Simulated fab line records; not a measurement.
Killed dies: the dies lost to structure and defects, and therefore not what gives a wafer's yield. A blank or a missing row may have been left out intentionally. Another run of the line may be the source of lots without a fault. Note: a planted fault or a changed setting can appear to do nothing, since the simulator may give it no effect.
Matching of chambers    flow n5-finfet    pecvd-02 running N5_BEOL_M4_DEP_57: 3 sister chambers
The step deposits SiCN from 3MS/NH3, target thk 8 nm, time 14 s. 3 wafers are shown with their chamber, then 12 later ones without.

== EACH WAFER AND ITS CHAMBER ==
wafer   chamber  showerhead-plenum-p-Torr (Torr)
L087.6  0        3.640
L092.2  2        3.652
L092.3  1        3.659

== WAFERS WHOSE CHAMBER IS MISSING ==
wafer   showerhead-plenum-p-Torr (Torr)
L093.1  3.677
L093.2  3.659
L093.4  3.654
L096.2  3.658
L096.4  3.666
L096.6  3.666
L095.1  3.650
L095.2  3.669
L095.3  3.652
L095.4  3.645
L095.5  3.656
L095.6  3.669

== WHICH CHAMBER EACH WENT THROUGH ==
wafer   from the rows above           in truth
L093.1  can't be placed: 1 or 2       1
L093.2  can't be placed: 1 or 2       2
L093.4  can't be placed: 2 or 1 or 0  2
L096.2  can't be placed: 1 or 2       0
L096.4  can't be placed: 1 or 2       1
L096.6  can't be placed: 1 or 2       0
L095.1  can't be placed: 2 or 1 or 0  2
L095.2  can't be placed: 1 or 2       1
L095.3  can't be placed: 2 or 1 or 0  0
L095.4  can't be placed: 0 or 2 or 1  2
L095.5  can't be placed: 1 or 2 or 0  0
L095.6  can't be placed: 1 or 2       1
0 of 12 placed correctly. Unplaceable from these rows: 12, with the true chamber sitting among the candidates in 10. Number placed wrongly: 0.
How it was worked out, from the rows above alone: a wafer's distance from a chamber is the root of the sum, over the readings, of the square of ((its reading less the chamber's mean) divided by the reading's scatter). The wafer belongs to the nearest chamber; if the next one is less than 2 further off, it can't be placed. For every chamber, the mean is computed from those of its wafers that are shown. The scatter: with one shown wafer a chamber, the root of the mean of the squares of how far each hidden wafer lies from its nearest shown one.
